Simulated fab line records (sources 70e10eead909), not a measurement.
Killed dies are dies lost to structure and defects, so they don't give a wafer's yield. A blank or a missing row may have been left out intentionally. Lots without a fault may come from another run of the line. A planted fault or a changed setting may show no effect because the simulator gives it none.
Chamber matching | flow nand-harc | rie-diel-03 running NHARC_A_STAIRCASE_TRIM_196: 4 sister chambers
The step chemistry O2, time 211.2 s. 7 wafers are shown with their chamber, then 7 later ones without.

## WAFERS PAIRED WITH THEIR CHAMBERS
wafer  | chamber | showerhead-plenum-p-Torr (Torr) | drypump-motor-current-A (A)
L081.2 | 0       | 3.59                            | 5.5
L081.3 | 1       | 3.76                            | 5.8
L082.1 | 2       | 3.59                            | 5.8
L082.5 | 3       | 3.62                            | 6.0
L082.6 | 2       | 3.59                            | 5.8
L086.1 | 3       | 3.61                            | 6.1
L086.2 | 1       | 3.75                            | 5.8

## WAFERS MISSING THEIR CHAMBER
wafer  | showerhead-plenum-p-Torr (Torr) | drypump-motor-current-A (A)
L086.4 | 3.59                            | 5.7
L089.1 | 3.58                            | 5.8
L089.4 | 3.75                            | 5.8
L089.5 | 3.58                            | 5.5
L093.1 | 3.58                            | 5.8
L093.3 | 3.60                            | 6.1
L093.4 | 3.58                            | 5.8

## EACH ONE'S CHAMBER
wafer  | from the rows above | in truth
L086.4 | 2                   | 2
L089.1 | 2                   | 2
L089.4 | 1                   | 1
L089.5 | 0                   | 0
L093.1 | 2                   | 2
L093.3 | 3                   | 3
L093.4 | 2                   | 2
Correctly placed: 7 of 7. Can't be placed from these rows: 0. Wrongly placed: 0.
How it was worked out, from the rows above alone: a wafer's distance from a chamber is the root of the sum, over the readings, of the square of ((its reading less the chamber's mean) divided by the reading's scatter). If the next closest chamber is less than 2 further off than the closest, the wafer can't be placed; otherwise it belongs to the closest. A chamber's mean is the mean of its shown wafers. The scatter: the root of (the sum of the squares of (reading less its chamber's mean) over the shown wafers, divided by (wafers less chambers)).
